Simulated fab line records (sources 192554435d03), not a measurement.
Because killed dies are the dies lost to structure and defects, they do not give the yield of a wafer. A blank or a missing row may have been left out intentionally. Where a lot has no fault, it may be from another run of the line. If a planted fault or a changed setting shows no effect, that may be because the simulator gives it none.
Matching of chambers / flow n5_finfet / N5_BEOL_M14_TRENCH_ETCH_34 on rie_diel-02: 4 sister chambers
The step etches SiO2 in C4F8/O2/Ar, target depth 556.65 nm, time 126.9 s. 4 wafers are shown with their chamber, then 7 later ones without.

WAFERS PAIRED WITH THEIR CHAMBERS
wafer=L079.1; chamber=2; rf_vpp_V (V)=2153
wafer=L087.6; chamber=0; rf_vpp_V (V)=2222
wafer=L092.1; chamber=1; rf_vpp_V (V)=2194
wafer=L092.2; chamber=3; rf_vpp_V (V)=2247

WAFERS MISSING THEIR CHAMBER
wafer=L092.3; rf_vpp_V (V)=2220
wafer=L094.1; rf_vpp_V (V)=2153
wafer=L094.5; rf_vpp_V (V)=2220
wafer=L094.6; rf_vpp_V (V)=2194
wafer=L096.2; rf_vpp_V (V)=2218
wafer=L096.4; rf_vpp_V (V)=2193
wafer=L096.6; rf_vpp_V (V)=2152

THE CHAMBER EACH PASSED THROUGH
wafer=L092.3; from the rows above=0; in truth=0
wafer=L094.1; from the rows above=2; in truth=2
wafer=L094.5; from the rows above=0; in truth=0
wafer=L094.6; from the rows above=1; in truth=1
wafer=L096.2; from the rows above=0; in truth=0
wafer=L096.4; from the rows above=1; in truth=1
wafer=L096.6; from the rows above=2; in truth=2
7 of 7 placed correctly. Number that these rows cannot place: 0. Wrongly placed: 0.
How it was worked out, from the rows above alone: a wafer's distance from a chamber is the root of the sum, over the readings, of the square of ((its reading less the chamber's mean) divided by the reading's scatter). If the next closest chamber is less than 2 further off than the closest, the wafer can't be placed; otherwise it belongs to the closest. For every chamber, the mean is computed from those of its wafers that are shown. The scatter: root of mean squared gap, hidden wafer to nearest shown wafer, with one shown wafer a chamber.
